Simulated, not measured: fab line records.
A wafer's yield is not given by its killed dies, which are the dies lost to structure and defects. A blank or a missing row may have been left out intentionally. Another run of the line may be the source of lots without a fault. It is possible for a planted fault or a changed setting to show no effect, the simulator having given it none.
Comparing a struck lot with a sound one    flow n5-finfet    35 out of 1938 route steps
Sound: the wafers L392.1, L392.5, L392.6. Struck: wafer L388.3 (L388.2, L388.6, from the same lot, were not struck and are left out); the cause is given at the end.
For every step that has rows: the tool of each side, followed by ch and its chambers, followed by its first start. Under that, the readings that differ: sound wafers    struck wafers    difference of the means    sigmas: that difference in standard deviations of wafers without a fault.
alike: readings with means less than 2 such deviations apart, plus words and numbers identical on both sides. not compared: withheld readings, readings lacking a value on some wafer, bounds such as >300 that could conceal the same value, and numbers that have no deviation in the record and whose values overlap.
Wherever a step has rows on one side only, a row that says differs or no value, or a row with sigmas, the two part there. Non-overlapping numbers with no deviation appear without sigmas and do not part them. A reading missing from all wafers of one side parts the sides only when that side holds two or more wafers.

first, 9 steps without rows for these wafers: N5_BEOL_M14_COAT_66 (time 60 s, resist thk 110 nm); N5_BEOL_M14_COAT_22 (resist thk 300 nm); N5_BEOL_M14_EBR_24; N5_BEOL_M14_SOFTBAKE_23 (time 60 s); N5_BEOL_M14_EXPOSE_25 (exposes mask M14, target cd 280 nm); N5_BEOL_M14_PEB_26 (peb time 90 s); N5_BEOL_M14_DEVELOP_27 (develop time 45 s); N5_BEOL_M14_HARDBAKE_32 (time 120 s); N5_BEOL_M14_DESCUM_33 (chemistry O2, time 7.9 s).
N5_BEOL_M14_ETCH_67: etches SiARC in CF4, target depth 143 nm, time 238.3 s.
  sound on rie-diel-05 ch 1,2, day 16 01:07; struck on rie-diel-03 ch 1, day 15 19:49
reading                      sound        struck  difference  sigmas
drypump-motor-current-A (A)  5.9 5.9 4.9  6.7     +1.1        +2
  alike: etch-rf-on-time-s, oes-product-au, rf-vpp-V, showerhead-plenum-p-Torr, throttle-valve-pct
  not compared: rf-hours-counter-h
then, 24 steps without rows for these wafers: N5_BEOL_M14_ETCH_68 (etches SOC in N2/H2, time 450 s); N5_BEOL_M14_STRIP_69 (strips in N2/H2); N5_BEOL_M14_TRENCH_ETCH_34 (etches SiO2 in C4F8/O2/Ar, target depth 556.65 nm, time 126.9 s); N5_BEOL_M14_STRIP_70 (strips in C4F8/O2/Ar); N5_BEOL_M14_STRIP_37 (strips in O2); N5_BEOL_M14_ETCH_38 (etches SiCN in CF4/N2, target depth 106.5 nm, time 120.6 s); N5_BEOL_M14_PRECLEAN_39 (cleans in residue remover, time 60 s); N5_BEOL_M14_SRD_40 (time 30 s, dry time 30 s); N5_BEOL_M14_DEGAS_41 (time 60 s); N5_BEOL_M14_PRE_CLEAN_42 (time 30 s); N5_BEOL_M14_SPUTTER_43 (material TaN, target thk 15 nm, time 24.19 s); N5_BEOL_M14_SPUTTER_44 (material Ta, target thk 15 nm, time 24.19 s); N5_BEOL_M14_SPUTTER_45 (material Cu, target thk 100 nm, time 16.67 s); N5_BEOL_M14_ECD_47 (material Cu, target thk 1248 nm); N5_BEOL_M14_ANNEAL_48 (time 90 s); N5_BEOL_M14_CMP_49 (polishes, stops on SiO2, t overpolish 5.2 s, target thk 560 nm); N5_BEOL_M14_PRE_CLEAN_52 (time 15 s); N5_BEOL_M14_DEP_53 (deposits SiCN from 3MS/NH3, target thk 50 nm, time 17.8 s); N5_BEOL_M15_ILD_DEP_00 (deposits SiO2 from TEOS/O2, target thk 1629.3 nm, time 346.1 s); N5_BEOL_M15_COAT_58 (time 60 s, resist thk 89 nm); N5_BEOL_M15_COAT_04 (resist thk 800 nm); N5_BEOL_M15_EBR_06; N5_BEOL_M15_SOFTBAKE_05 (time 60 s); N5_BEOL_M15_EXPOSE_07 (exposes mask V14).
N5_PASSIVATION_PROBE_49:
  struck on prober-02, day 16 22:08; sound on prober-02, day 17 08:25
reading                  sound        struck  difference  sigmas
killed_at_M4_up          11 12 9      56      +45         +11
killed-on-rim            13 6 12      31      +21         +5
sort_bin_5_function (%)  4.8 4.3 4.6  7.0     +2.4        +3
sort_bin_6_memory (%)    3.6 3.6 3.0  2.1     -1.3        -2
  alike: defect-limited-yield, killed_at_M0_to_M3, killed-at-contacts, killed-at-front-end, killed-at-other, killed-dies, killed-open, killed-short, sort-n-pass, sort-yield-pct

WHERE THEY PART
Earliest at N5_BEOL_M14_ETCH_67; latest, in this record, at N5_PASSIVATION_PROBE_49.

WHY: the cause the simulator had injected
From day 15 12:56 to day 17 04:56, rie-diel-03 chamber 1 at N5_BEOL_M14_ETCH_67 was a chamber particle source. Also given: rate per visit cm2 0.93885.
